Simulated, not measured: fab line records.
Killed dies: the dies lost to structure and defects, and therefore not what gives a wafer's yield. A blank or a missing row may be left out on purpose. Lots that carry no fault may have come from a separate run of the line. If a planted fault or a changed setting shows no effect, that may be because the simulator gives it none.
fab line records / flow nand-harc
record: lots: 6 wafers: 18 last-day: 23
route steps=1159 shown A_STAIRCASE@664
lots with no fault: from the same line, run without faults
start-h: the number of hours between the record's first day and the start of the first shown wafer of the lot / wait-h: hours since the lot's step before / " as in the row above / L1.1+2: several wafers, shown together as one row / - no value, or no start was given / * or withheld: withheld / < > ~ a bound
route shown NAME@n: names a module that has steps shown in the file, with the first one's number in the route / usual: mean/standard deviation of fault-free wafers / same: alike in all rows / chamber/n: place in a boat / sites: each site's reading / _std_site: standard deviation of those values / _edge_site: outer sites' mean less inner sites' / radius-mm: for every site, how far away it sits from the centre of the wafer / mask NAME#n: copy n / behind: the most recent tool/chamber to have shaped the wafer / hold: why the lot went on hold/how many hours it stayed there/how the hold came to an end / device: transistor that didn't switch, given as n, p or np / end of line: the route-end tests of the same wafers / a step with no rows: only its recipe / killed: dies that structure and defects cost at the first sort, which is not the same as the wafer's yield / map: a wafer's dies, x killed, . not, _ none there
set.NAME: the setting that was run; set.NAME@STEP: the one run at that earlier step / model.NAME: the simulator's own value behind a step, which no gauge read
a table for each step, a row for each wafer; lots at some steps of the route
services: the hour from which a tool's chamber was out of use, counted from the record's first day as start-h (under 0 if before that day), plus the number of hours and why
== steps ==
step: NHARC_A_STAIRCASE_DESCUM_291
recipe: time-s: 3 o2-flow-sccm: 200 ar-flow-sccm: 0 bias-power-w: 0 chemistry: O2
step: NHARC_A_STAIRCASE_ETCH_292
recipe: cf4-flow-sccm: 100 chf3-flow-sccm: 30 ar-flow-sccm: 0 rf-w: 500 bias-w: 200 chemistry: CF4/CHF3
usual: drypump-motor-current-A: 5.9/0.42 oes-product-au: 0.953/0.022 rf-vpp-V: 369.8/2.5 showerhead-plenum-p-Torr: 1.55/0.07 throttle-valve-pct: 16.803/0.009
lot.wafer=L365.2 tool=rie-diel-01 chamber=2 start-h=263.50 wait-h=0.1 drypump-motor-current-A=6.2 oes-product-au=0.964 rf-hours-counter-h=45 rf-vpp-V=368.5 showerhead-plenum-p-Torr=1.51 throttle-valve-pct=16.806
lot.wafer=L365.6 tool=rie-diel-01 chamber=2 start-h=263.50 wait-h=0.1 drypump-motor-current-A=6.2 oes-product-au=0.970 rf-hours-counter-h=- rf-vpp-V=368.7 showerhead-plenum-p-Torr=1.51 throttle-valve-pct=16.799
lot.wafer=L365.5 tool=rie-diel-01 chamber=3 start-h=263.50 wait-h=0.1 drypump-motor-current-A=5.2 oes-product-au=0.989 rf-hours-counter-h=- rf-vpp-V=365.7 showerhead-plenum-p-Torr=1.47 throttle-valve-pct=16.800
lot.wafer=L367.1 tool=rie-diel-03 chamber=1 start-h=276.09 wait-h=0.2 drypump-motor-current-A=6.1 oes-product-au=0.931 rf-hours-counter-h=18 rf-vpp-V=367.1 showerhead-plenum-p-Torr=1.46 throttle-valve-pct=16.815
lot.wafer=L367.5 tool=rie-diel-03 chamber=2 start-h=276.09 wait-h=0.2 drypump-motor-current-A=6.3 oes-product-au=0.934 rf-hours-counter-h=- rf-vpp-V=366.1 showerhead-plenum-p-Torr=1.47 throttle-valve-pct=16.804
lot.wafer=L367.6 tool=rie-diel-03 chamber=3 start-h=276.09 wait-h=0.2 drypump-motor-current-A=6.2 oes-product-au=0.933 rf-hours-counter-h=- rf-vpp-V=371.7 showerhead-plenum-p-Torr=1.56 throttle-valve-pct=16.798
lot.wafer=L376.4 tool=rie-diel-01 chamber=1 start-h=341.09 wait-h=0.1 drypump-motor-current-A=5.8 oes-product-au=0.944 rf-hours-counter-h=6 rf-vpp-V=369.1 showerhead-plenum-p-Torr=1.52 throttle-valve-pct=16.812
lot.wafer=L376.2 tool=rie-diel-01 chamber=3 start-h=341.09 wait-h=0.1 drypump-motor-current-A=5.2 oes-product-au=0.942 rf-hours-counter-h=6 rf-vpp-V=365.8 showerhead-plenum-p-Torr=1.47 throttle-valve-pct=16.804
lot.wafer=L376.5 tool=rie-diel-01 chamber=0 start-h=341.09 wait-h=0.1 drypump-motor-current-A=6.1 oes-product-au=0.988 rf-hours-counter-h=- rf-vpp-V=372.2 showerhead-plenum-p-Torr=1.61 throttle-valve-pct=16.803
lot.wafer=L380.4 tool=rie-diel-13 chamber=0 start-h=349.94 wait-h=0.1 drypump-motor-current-A=5.0 oes-product-au=0.997 rf-hours-counter-h=27 rf-vpp-V=368.2 showerhead-plenum-p-Torr=1.49 throttle-valve-pct=16.805
lot.wafer=L380.1 tool=rie-diel-13 chamber=1 start-h=349.94 wait-h=0.1 drypump-motor-current-A=6.2 oes-product-au=0.972 rf-hours-counter-h=26 rf-vpp-V=371.5 showerhead-plenum-p-Torr=1.62 throttle-valve-pct=16.809
lot.wafer=L380.2 tool=rie-diel-13 chamber=2 start-h=349.94 wait-h=0.1 drypump-motor-current-A=6.1 oes-product-au=0.963 rf-hours-counter-h=25 rf-vpp-V=370.9 showerhead-plenum-p-Torr=1.61 throttle-valve-pct=16.796
lot.wafer=L378.3 tool=rie-diel-01 chamber=1 start-h=350.27 wait-h=0.1 drypump-motor-current-A=5.8 oes-product-au=0.936 rf-hours-counter-h=9 rf-vpp-V=369.4 showerhead-plenum-p-Torr=1.52 throttle-valve-pct=16.804
lot.wafer=L378.4 tool=rie-diel-01 chamber=2 start-h=350.27 wait-h=0.1 drypump-motor-current-A=6.2 oes-product-au=0.917 rf-hours-counter-h=9 rf-vpp-V=367.3 showerhead-plenum-p-Torr=1.50 throttle-valve-pct=16.789
lot.wafer=L378.6 tool=rie-diel-01 chamber=1 start-h=350.27 wait-h=0.1 drypump-motor-current-A=5.8 oes-product-au=0.920 rf-hours-counter-h=- rf-vpp-V=367.9 showerhead-plenum-p-Torr=1.52 throttle-valve-pct=16.814
lot.wafer=L383.1 tool=rie-diel-01 chamber=3 start-h=367.26 wait-h=0.1 drypump-motor-current-A=5.2 oes-product-au=0.969 rf-hours-counter-h=15 rf-vpp-V=366.6 showerhead-plenum-p-Torr=1.46 throttle-valve-pct=16.805
lot.wafer=L383.2 tool=rie-diel-01 chamber=1 start-h=367.26 wait-h=0.1 drypump-motor-current-A=5.8 oes-product-au=0.946 rf-hours-counter-h=16 rf-vpp-V=369.6 showerhead-plenum-p-Torr=1.52 throttle-valve-pct=16.801
lot.wafer=L383.5 tool=rie-diel-01 chamber=3 start-h=367.26 wait-h=0.1 drypump-motor-current-A=5.2 oes-product-au=0.964 rf-hours-counter-h=- rf-vpp-V=367.4 showerhead-plenum-p-Torr=1.46 throttle-valve-pct=16.787
step: NHARC_A_STAIRCASE_HM_OPEN_460
recipe: o2-flow-sccm: 400 cos-flow-sccm: 20 ar-flow-sccm: 0 rf-w: 500 bias-w: 300 chemistry: O2/COS
usual: drypump-motor-current-A: 5.9/0.43 oes-product-au: 1.000/0.011 rf-vpp-V: 465.9/2.9 showerhead-plenum-p-Torr: 3.06/0.14 throttle-valve-pct: 28.331/0.0088
lot.wafer=L365.2 tool=rie-diel-01 chamber=1 start-h=- wait-h=- drypump-motor-current-A=5.8 oes-product-au=0.984 rf-hours-counter-h=44 rf-vpp-V=464.1 showerhead-plenum-p-Torr=3.03 throttle-valve-pct=28.328
lot.wafer=L365.5 tool=rie-diel-01 chamber=2 start-h=- wait-h=- drypump-motor-current-A=6.2 oes-product-au=1.002 rf-hours-counter-h=- rf-vpp-V=465.9 showerhead-plenum-p-Torr=3.00 throttle-valve-pct=28.337
lot.wafer=L365.6 tool=rie-diel-01 chamber=3 start-h=- wait-h=- drypump-motor-current-A=5.2 oes-product-au=0.998 rf-hours-counter-h=- rf-vpp-V=463.3 showerhead-plenum-p-Torr=2.92 throttle-valve-pct=28.330
lot.wafer=L367.1 tool=rie-diel-03 chamber=2 start-h=- wait-h=- drypump-motor-current-A=6.4 oes-product-au=1.005 rf-hours-counter-h=19 rf-vpp-V=463.8 showerhead-plenum-p-Torr=2.92 throttle-valve-pct=28.332
lot.wafer=L367.6 tool=rie-diel-03 chamber=3 start-h=- wait-h=- drypump-motor-current-A=6.2 oes-product-au=1.011 rf-hours-counter-h=- rf-vpp-V=466.9 showerhead-plenum-p-Torr=3.10 throttle-valve-pct=28.331
lot.wafer=L367.5 tool=rie-diel-03 chamber=0 start-h=- wait-h=- drypump-motor-current-A=5.8 oes-product-au=1.004 rf-hours-counter-h=- rf-vpp-V=467.4 showerhead-plenum-p-Torr=3.10 throttle-valve-pct=28.323
lot.wafer=L376.2 tool=rie-diel-01 chamber=3 start-h=- wait-h=- drypump-motor-current-A=5.3 oes-product-au=0.999 rf-hours-counter-h=6 rf-vpp-V=461.7 showerhead-plenum-p-Torr=2.91 throttle-valve-pct=28.324
lot.wafer=L376.4 tool=rie-diel-01 chamber=0 start-h=- wait-h=- drypump-motor-current-A=6.1 oes-product-au=0.992 rf-hours-counter-h=5 rf-vpp-V=469.9 showerhead-plenum-p-Torr=3.20 throttle-valve-pct=28.350
lot.wafer=L376.5 tool=rie-diel-01 chamber=3 start-h=- wait-h=- drypump-motor-current-A=5.3 oes-product-au=0.996 rf-hours-counter-h=- rf-vpp-V=462.4 showerhead-plenum-p-Torr=2.91 throttle-valve-pct=28.319
lot.wafer=L380.2 tool=rie-diel-13 chamber=3 start-h=- wait-h=- drypump-motor-current-A=6.3 oes-product-au=0.980 rf-hours-counter-h=26 rf-vpp-V=471.8 showerhead-plenum-p-Torr=3.36 throttle-valve-pct=28.330
lot.wafer=L380.4 tool=rie-diel-13 chamber=1 start-h=- wait-h=- drypump-motor-current-A=6.2 oes-product-au=0.993 rf-hours-counter-h=26 rf-vpp-V=469.5 showerhead-plenum-p-Torr=3.21 throttle-valve-pct=28.330
lot.wafer=L380.1 tool=rie-diel-13 chamber=2 start-h=- wait-h=- drypump-motor-current-A=6.1 oes-product-au=0.991 rf-hours-counter-h=25 rf-vpp-V=468.1 showerhead-plenum-p-Torr=3.20 throttle-valve-pct=28.317
lot.wafer=L378.3 tool=rie-diel-01 chamber=1 start-h=- wait-h=- drypump-motor-current-A=5.8 oes-product-au=1.013 rf-hours-counter-h=9 rf-vpp-V=465.1 showerhead-plenum-p-Torr=3.02 throttle-valve-pct=28.341
lot.wafer=L378.4 tool=rie-diel-01 chamber=0 start-h=- wait-h=- drypump-motor-current-A=6.1 oes-product-au=0.990 rf-hours-counter-h=7 rf-vpp-V=468.3 showerhead-plenum-p-Torr=3.19 throttle-valve-pct=28.334
lot.wafer=L378.6 tool=rie-diel-01 chamber=1 start-h=- wait-h=- drypump-motor-current-A=5.8 oes-product-au=1.005 rf-hours-counter-h=- rf-vpp-V=463.7 showerhead-plenum-p-Torr=3.02 throttle-valve-pct=28.340
lot.wafer=L383.1 tool=rie-diel-01 chamber=1 start-h=- wait-h=- drypump-motor-current-A=5.8 oes-product-au=1.006 rf-hours-counter-h=16 rf-vpp-V=463.4 showerhead-plenum-p-Torr=3.02 throttle-valve-pct=28.321
lot.wafer=L383.2 tool=rie-diel-01 chamber=3 start-h=- wait-h=- drypump-motor-current-A=5.2 oes-product-au=0.997 rf-hours-counter-h=15 rf-vpp-V=462.2 showerhead-plenum-p-Torr=2.91 throttle-valve-pct=28.320
lot.wafer=L383.5 tool=rie-diel-01 chamber=1 start-h=- wait-h=- drypump-motor-current-A=5.8 oes-product-au=1.007 rf-hours-counter-h=- rf-vpp-V=465.7 showerhead-plenum-p-Torr=3.02 throttle-valve-pct=28.339
step: NHARC_A_STAIRCASE_STRIP_461
recipe: o2-flow-sccm: 400 cos-flow-sccm: 20 ar-flow-sccm: 0 bias-w: 0 chemistry: O2/COS
step: NHARC_A_STAIRCASE_ETCH_452
recipe: target-depth-a: 300 overetch-a: 30 time-s: 16.5 ion-energy-ev: 100 cf4-flow-sccm: 80 o2-flow-sccm: 20 ar-flow-sccm: 0 rf-w: 300 bias-w: 100 chemistry: CF4/O2
step: NHARC_A_STAIRCASE_ETCH_294
recipe: target-depth-a: 49920 time-s: 1212.4 ion-energy-ev: 800 c4f8-flow-sccm: 80 o2-flow-sccm: 60 ar-flow-sccm: withheld rf-w: 600 bias-w: 3000 chemistry: C4F8/O2/Ar
usual: oes-product-au: 0.935/0.012 rf-vpp-V: 1822/12
lot.wafer=L365.2 tool=rie-diel-01 chamber=0 start-h=- wait-h=- oes-product-au=0.929 rf-hours-counter-h=47 rf-vpp-V=1834
lot.wafer=L365.5 tool=rie-diel-01 chamber=3 start-h=- wait-h=- oes-product-au=0.943 rf-hours-counter-h=- rf-vpp-V=1809
lot.wafer=L365.6 tool=rie-diel-01 chamber=0 start-h=- wait-h=- oes-product-au=0.944 rf-hours-counter-h=- rf-vpp-V=1833
lot.wafer=L367.1 tool=rie-diel-03 chamber=1 start-h=- wait-h=- oes-product-au=0.955 rf-hours-counter-h=19 rf-vpp-V=1808
lot.wafer=L367.6 tool=rie-diel-03 chamber=2 start-h=- wait-h=- oes-product-au=0.957 rf-hours-counter-h=- rf-vpp-V=1809
lot.wafer=L367.5 tool=rie-diel-03 chamber=3 start-h=- wait-h=- oes-product-au=0.931 rf-hours-counter-h=- rf-vpp-V=1825
lot.wafer=L376.2 tool=rie-diel-01 chamber=0 start-h=- wait-h=- oes-product-au=0.913 rf-hours-counter-h=5 rf-vpp-V=1832
lot.wafer=L376.4 tool=rie-diel-01 chamber=1 start-h=- wait-h=- oes-product-au=0.919 rf-hours-counter-h=6 rf-vpp-V=1819
lot.wafer=L376.5 tool=rie-diel-01 chamber=1 start-h=- wait-h=- oes-product-au=0.920 rf-hours-counter-h=- rf-vpp-V=1818
lot.wafer=L380.1 tool=rie-diel-13 chamber=1 start-h=- wait-h=- oes-product-au=0.945 rf-hours-counter-h=26 rf-vpp-V=1835
lot.wafer=L380.4 tool=rie-diel-13 chamber=2 start-h=- wait-h=- oes-product-au=0.931 rf-hours-counter-h=25 rf-vpp-V=1834
lot.wafer=L380.2 tool=rie-diel-13 chamber=3 start-h=- wait-h=- oes-product-au=0.922 rf-hours-counter-h=26 rf-vpp-V=1845
lot.wafer=L378.4 tool=rie-diel-01 chamber=1 start-h=- wait-h=- oes-product-au=0.934 rf-hours-counter-h=9 rf-vpp-V=1818
lot.wafer=L378.3 tool=rie-diel-01 chamber=3 start-h=- wait-h=- oes-product-au=0.930 rf-hours-counter-h=9 rf-vpp-V=1808
lot.wafer=L378.6 tool=rie-diel-01 chamber=0 start-h=- wait-h=- oes-product-au=0.927 rf-hours-counter-h=- rf-vpp-V=1834
lot.wafer=L383.2 tool=rie-diel-01 chamber=0 start-h=- wait-h=- oes-product-au=0.917 rf-hours-counter-h=15 rf-vpp-V=1835
lot.wafer=L383.1 tool=rie-diel-01 chamber=3 start-h=- wait-h=- oes-product-au=0.939 rf-hours-counter-h=15 rf-vpp-V=1808
lot.wafer=L383.5 tool=rie-diel-01 chamber=1 start-h=- wait-h=- oes-product-au=0.952 rf-hours-counter-h=- rf-vpp-V=1818
step: NHARC_A_STAIRCASE_STRIP_295
recipe: o2-flow-sccm: 500 ar-flow-sccm: 0 bias-w: 0 chemistry: O2
usual: drypump-motor-current-A: 5.9/0.43 oes-product-au: 1.000/0.011 rf-vpp-V: 57.7/1 showerhead-plenum-p-Torr: 3.46/0.15 throttle-valve-pct: 17.036/0.01
lot.wafer=L365.2 tool=rie-diel-01 chamber=0 start-h=- wait-h=- drypump-motor-current-A=6.1 oes-product-au=0.975 rf-hours-counter-h=48 rf-vpp-V=59.4 showerhead-plenum-p-Torr=3.62 throttle-valve-pct=17.021
lot.wafer=L365.6 tool=rie-diel-01 chamber=3 start-h=- wait-h=- drypump-motor-current-A=5.3 oes-product-au=0.996 rf-hours-counter-h=- rf-vpp-V=57.3 showerhead-plenum-p-Torr=3.30 throttle-valve-pct=17.040
lot.wafer=L365.5 tool=rie-diel-01 chamber=0 start-h=- wait-h=- drypump-motor-current-A=6.1 oes-product-au=0.988 rf-hours-counter-h=- rf-vpp-V=58.5 showerhead-plenum-p-Torr=3.62 throttle-valve-pct=17.045
lot.wafer=L367.1 tool=rie-diel-01 chamber=3 start-h=277.51 wait-h=- drypump-motor-current-A=5.2 oes-product-au=0.991 rf-hours-counter-h=54 rf-vpp-V=59.2 showerhead-plenum-p-Torr=3.30 throttle-valve-pct=17.046
lot.wafer=L367.5 tool=rie-diel-01 chamber=1 start-h=277.51 wait-h=- drypump-motor-current-A=5.8 oes-product-au=0.997 rf-hours-counter-h=- rf-vpp-V=59.2 showerhead-plenum-p-Torr=3.43 throttle-valve-pct=17.023
lot.wafer=L367.6 tool=rie-diel-01 chamber=2 start-h=277.51 wait-h=- drypump-motor-current-A=6.2 oes-product-au=1.003 rf-hours-counter-h=- rf-vpp-V=56.6 showerhead-plenum-p-Torr=3.38 throttle-valve-pct=17.031
lot.wafer=L376.4 tool=rie-diel-01 chamber=1 start-h=- wait-h=- drypump-motor-current-A=5.8 oes-product-au=0.995 rf-hours-counter-h=7 rf-vpp-V=57.4 showerhead-plenum-p-Torr=3.41 throttle-valve-pct=17.043
lot.wafer=L376.2 tool=rie-diel-01 chamber=3 start-h=- wait-h=- drypump-motor-current-A=5.3 oes-product-au=0.994 rf-hours-counter-h=7 rf-vpp-V=56.9 showerhead-plenum-p-Torr=3.29 throttle-valve-pct=17.041
lot.wafer=L376.5 tool=rie-diel-01 chamber=1 start-h=- wait-h=- drypump-motor-current-A=5.9 oes-product-au=0.989 rf-hours-counter-h=- rf-vpp-V=57.9 showerhead-plenum-p-Torr=3.41 throttle-valve-pct=17.041
lot.wafer=L380.2 tool=rie-diel-13 chamber=0 start-h=- wait-h=- drypump-motor-current-A=5.0 oes-product-au=1.012 rf-hours-counter-h=27 rf-vpp-V=57.2 showerhead-plenum-p-Torr=3.34 throttle-valve-pct=17.040
lot.wafer=L380.4 tool=rie-diel-13 chamber=2 start-h=- wait-h=- drypump-motor-current-A=6.1 oes-product-au=0.985 rf-hours-counter-h=26 rf-vpp-V=57.2 showerhead-plenum-p-Torr=3.61 throttle-valve-pct=17.043
lot.wafer=L380.1 tool=rie-diel-13 chamber=3 start-h=- wait-h=- drypump-motor-current-A=6.4 oes-product-au=0.977 rf-hours-counter-h=26 rf-vpp-V=57.4 showerhead-plenum-p-Torr=3.79 throttle-valve-pct=17.035
lot.wafer=L378.3 tool=rie-diel-01 chamber=2 start-h=- wait-h=- drypump-motor-current-A=6.2 oes-product-au=0.992 rf-hours-counter-h=9 rf-vpp-V=58.1 showerhead-plenum-p-Torr=3.37 throttle-valve-pct=17.037
lot.wafer=L378.4 tool=rie-diel-01 chamber=1 start-h=- wait-h=- drypump-motor-current-A=5.8 oes-product-au=1.009 rf-hours-counter-h=10 rf-vpp-V=58.5 showerhead-plenum-p-Torr=3.41 throttle-valve-pct=17.043
lot.wafer=L378.6 tool=rie-diel-01 chamber=2 start-h=- wait-h=- drypump-motor-current-A=6.2 oes-product-au=0.996 rf-hours-counter-h=- rf-vpp-V=59.1 showerhead-plenum-p-Torr=3.37 throttle-valve-pct=17.038
lot.wafer=L383.2 tool=rie-diel-01 chamber=1 start-h=- wait-h=- drypump-motor-current-A=5.9 oes-product-au=0.998 rf-hours-counter-h=17 rf-vpp-V=57.4 showerhead-plenum-p-Torr=3.41 throttle-valve-pct=17.041
lot.wafer=L383.1 tool=rie-diel-01 chamber=3 start-h=- wait-h=- drypump-motor-current-A=5.2 oes-product-au=0.995 rf-hours-counter-h=16 rf-vpp-V=56.7 showerhead-plenum-p-Torr=3.29 throttle-valve-pct=17.044
lot.wafer=L383.5 tool=rie-diel-01 chamber=1 start-h=- wait-h=- drypump-motor-current-A=5.9 oes-product-au=0.997 rf-hours-counter-h=- rf-vpp-V=57.1 showerhead-plenum-p-Torr=3.41 throttle-valve-pct=17.053
step: NHARC_A_STAIRCASE_STRIP_296
recipe: time-s: 900 temp-c: 130 chemistry: SPM
step: NHARC_A_STAIRCASE_PRECLEAN_297
recipe: time-s: * temp-c: 50 bath-age-min: 0 chemistry: SC1
step: NHARC_A_STAIRCASE_SRD_298
step: NHARC_A_STAIRCASE_HM_DEP_462
recipe: target-thk-a: 8000 temp-c: 400 material: aC
usual: throttle-valve-pct: 35.000/0.0085
lot.wafer=L365.2 tool=acl-dep-03 chamber=0 start-h=265.97 wait-h=0.4 throttle-valve-pct=35.004
lot.wafer=L365.5 tool=acl-dep-03 chamber=0 start-h=265.97 wait-h=0.4 throttle-valve-pct=35.008
lot.wafer=L365.6 tool=acl-dep-03 chamber=0 start-h=265.97 wait-h=0.4 throttle-valve-pct=34.979
lot.wafer=L367.1 tool=acl-dep-01 chamber=0 start-h=278.59 wait-h=0.4 throttle-valve-pct=35.007
lot.wafer=L367.5 tool=acl-dep-01 chamber=0 start-h=279.80 wait-h=1.6 throttle-valve-pct=35.011
lot.wafer=L367.6 tool=acl-dep-01 chamber=0 start-h=279.80 wait-h=1.6 throttle-valve-pct=35.000
lot.wafer=L376.2 tool=acl-dep-03 chamber=0 start-h=343.68 wait-h=0.4 throttle-valve-pct=35.015
lot.wafer=L376.4 tool=acl-dep-03 chamber=0 start-h=343.68 wait-h=0.4 throttle-valve-pct=35.002
lot.wafer=L376.5 tool=acl-dep-03 chamber=0 start-h=343.68 wait-h=0.4 throttle-valve-pct=34.993
lot.wafer=L380.1 tool=acl-dep-01 chamber=0 start-h=353.21 wait-h=1.1 throttle-valve-pct=35.000
lot.wafer=L380.2 tool=acl-dep-01 chamber=0 start-h=353.21 wait-h=1.1 throttle-valve-pct=34.999
lot.wafer=L380.4 tool=acl-dep-01 chamber=0 start-h=353.21 wait-h=1.1 throttle-valve-pct=34.997
lot.wafer=L378.3 tool=acl-dep-03 chamber=0 start-h=356.55 wait-h=4.1 throttle-valve-pct=34.995
lot.wafer=L378.4 tool=acl-dep-03 chamber=0 start-h=356.55 wait-h=4.1 throttle-valve-pct=35.001
lot.wafer=L378.6 tool=acl-dep-03 chamber=0 start-h=356.55 wait-h=4.1 throttle-valve-pct=35.006
lot.wafer=L383.1 tool=acl-dep-02 chamber=0 start-h=375.19 wait-h=5.8 throttle-valve-pct=35.011
lot.wafer=L383.2 tool=acl-dep-02 chamber=0 start-h=375.19 wait-h=5.8 throttle-valve-pct=35.011
lot.wafer=L383.5 tool=acl-dep-02 chamber=0 start-h=375.19 wait-h=5.8 throttle-valve-pct=34.992
step: NHARC_A_STAIRCASE_DEP_301
recipe: target-thk-a: 300 target-thk-nm: 30 temp-c: 400 pressure-torr: 3.5 flow-sccm: 200 rf-w: 350 material: SiON
usual: heater-power-w: 732/110 rf-fwd-power-W: 348.3/1.1 showerhead-vpp-V: 1144/45
lot.wafer=L365.2 tool=pecvd-04 chamber=2 start-h=267.52 wait-h=1.2 heater-power-w=783 rf-fwd-power-W=347.5 showerhead-vpp-V=1167 since-wet-clean-h=60
lot.wafer=L365.6 tool=pecvd-04 chamber=0 start-h=267.52 wait-h=1.2 heater-power-w=854 rf-fwd-power-W=348.7 showerhead-vpp-V=1096 since-wet-clean-h=-
lot.wafer=L365.5 tool=pecvd-04 chamber=1 start-h=267.52 wait-h=1.2 heater-power-w=582 rf-fwd-power-W=349.1 showerhead-vpp-V=1154 since-wet-clean-h=-
lot.wafer=L367.1 tool=pecvd-04 chamber=2 start-h=280.43 wait-h=1.5 heater-power-w=868 rf-fwd-power-W=347.4 showerhead-vpp-V=1178 since-wet-clean-h=72
lot.wafer=L367.5 tool=pecvd-04 chamber=2 start-h=280.43 wait-h=1.5 heater-power-w=867 rf-fwd-power-W=347.8 showerhead-vpp-V=1196 since-wet-clean-h=-
lot.wafer=L367.6 tool=pecvd-04 chamber=1 start-h=280.43 wait-h=1.5 heater-power-w=619 rf-fwd-power-W=348.5 showerhead-vpp-V=1152 since-wet-clean-h=-
lot.wafer=L376.2 tool=pecvd-01 chamber=2 start-h=345.39 wait-h=1.4 heater-power-w=517 rf-fwd-power-W=487.3 showerhead-vpp-V=1270 since-wet-clean-h=95
lot.wafer=L376.4 tool=pecvd-01 chamber=2 start-h=345.39 wait-h=1.4 heater-power-w=519 rf-fwd-power-W=486.4 showerhead-vpp-V=1269 since-wet-clean-h=-
lot.wafer=L376.5 tool=pecvd-01 chamber=0 start-h=345.39 wait-h=1.4 heater-power-w=789 rf-fwd-power-W=489.4 showerhead-vpp-V=1360 since-wet-clean-h=-
lot.wafer=L380.1 tool=pecvd-03 chamber=1 start-h=355.07 wait-h=1.5 heater-power-w=724 rf-fwd-power-W=348.1 showerhead-vpp-V=1094 since-wet-clean-h=50
lot.wafer=L380.2 tool=pecvd-03 chamber=2 start-h=355.07 wait-h=1.5 heater-power-w=591 rf-fwd-power-W=349.0 showerhead-vpp-V=1172 since-wet-clean-h=50
lot.wafer=L380.4 tool=pecvd-03 chamber=2 start-h=355.07 wait-h=1.5 heater-power-w=601 rf-fwd-power-W=351.1 showerhead-vpp-V=1162 since-wet-clean-h=-
lot.wafer=L378.3 tool=pecvd-01 chamber=2 start-h=357.82 wait-h=1.0 heater-power-w=512 rf-fwd-power-W=490.0 showerhead-vpp-V=1294 since-wet-clean-h=108
lot.wafer=L378.4 tool=pecvd-01 chamber=1 start-h=357.82 wait-h=1.0 heater-power-w=790 rf-fwd-power-W=486.3 showerhead-vpp-V=1386 since-wet-clean-h=-
lot.wafer=L378.6 tool=pecvd-01 chamber=0 start-h=357.82 wait-h=1.0 heater-power-w=762 rf-fwd-power-W=489.8 showerhead-vpp-V=1353 since-wet-clean-h=-
lot.wafer=L383.2 tool=pecvd-03 chamber=0 start-h=377.08 wait-h=1.3 heater-power-w=674 rf-fwd-power-W=346.9 showerhead-vpp-V=1196 since-wet-clean-h=72
lot.wafer=L383.1 tool=pecvd-03 chamber=1 start-h=377.08 wait-h=1.3 heater-power-w=765 rf-fwd-power-W=348.3 showerhead-vpp-V=1096 since-wet-clean-h=72
lot.wafer=L383.5 tool=pecvd-03 chamber=1 start-h=377.08 wait-h=1.3 heater-power-w=794 rf-fwd-power-W=347.9 showerhead-vpp-V=1075 since-wet-clean-h=-
step: NHARC_A_STAIRCASE_DEHYDRATE_302
recipe: temp-c: 150 time-s: 120
== services ==
tool=rie-diel-01 chamber=0 start-h=244.88 hours=- kind=clean
tool=rie-diel-01 chamber=1 start-h=244.88 hours=- kind=clean
tool=rie-diel-01 chamber=2 start-h=244.88 hours=- kind=clean
tool=rie-diel-01 chamber=3 start-h=244.88 hours=- kind=clean
tool=pecvd-04 chamber=1 start-h=251.46 hours=5.5 kind=repair
tool=pecvd-01 chamber=- start-h=254.11 hours=0.8 kind=repair
tool=rie-diel-13 chamber=- start-h=264.36 hours=2.3 kind=repair
tool=rie-diel-01 chamber=0 start-h=269.44 hours=- kind=clean
tool=rie-diel-01 chamber=1 start-h=269.44 hours=- kind=clean
tool=rie-diel-01 chamber=2 start-h=269.44 hours=- kind=clean
tool=rie-diel-01 chamber=3 start-h=269.44 hours=- kind=clean
tool=rie-diel-13 chamber=- start-h=276.05 hours=9.0 kind=pm
tool=pecvd-03 chamber=- start-h=292.26 hours=13.0 kind=pm
tool=acl-dep-01 chamber=- start-h=293.74 hours=13.0 kind=pm
tool=rie-diel-01 chamber=0 start-h=293.99 hours=- kind=clean
tool=rie-diel-01 chamber=1 start-h=293.99 hours=- kind=clean
tool=rie-diel-01 chamber=- start-h=314.85 hours=9.0 kind=pm
tool=pecvd-03 chamber=- start-h=329.20 hours=4.0 kind=repair
tool=rie-diel-01 chamber=0 start-h=337.73 hours=3.3 kind=repair
tool=rie-diel-03 chamber=2 start-h=343.78 hours=5.5 kind=repair
tool=acl-dep-02 chamber=- start-h=344.75 hours=9.0 kind=repair
tool=pecvd-04 chamber=0 start-h=344.92 hours=9.3 kind=repair
tool=acl-dep-02 chamber=- start-h=353.76 hours=13.0 kind=pm
tool=pecvd-04 chamber=- start-h=376.00 hours=13.0 kind=pm
== key ==
first-sign: step: NHARC_A_STAIRCASE_DEP_301 reading: rf-fwd-power-W direction: up sigmas: 99+ usual: * struck: *
effect: step: NHARC_A_STAIRCASE_DEP_301 reading: showerhead-vpp-V direction: up sigmas: 3.9 usual: 1144 struck: 1322
met-at NHARC_A_STAIRCASE_DEP_301
struck-wafers L376.2,L376.4,L376.5,L378.3,L378.4,L378.6
later-rows-left-out L376.2,L376.4,L376.5,L378.3,L378.4,L378.6
sort-left-out L376.2,L376.4,L376.5,L378.3,L378.4,L378.6
tester-left-out L376,L378
fault: kind: process-parameter-drift tool: pecvd-01 chamber: - onset-h: 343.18 steps: NHARC_A_STAIRCASE_DEP_301 channel: rf-w offset: * shape: step end-h: 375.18 acts-in: * stated: *
tester-left-out: of these lots the tester's yield and bins aren't shown, on N5 and GAA mostly nor the transistor test; their killed dies are dies lost to structure and defects alone, not to doping, threshold or leakage, so they don't give the yield
sort-left-out: the simulated sort isn't trusted on such a fault, so these wafers' sort isn't shown, and their yield isn't known
later-rows-left-out: the simulator's readings of these wafers behind a module that went badly wrong aren't trusted and aren't shown, but for the sort
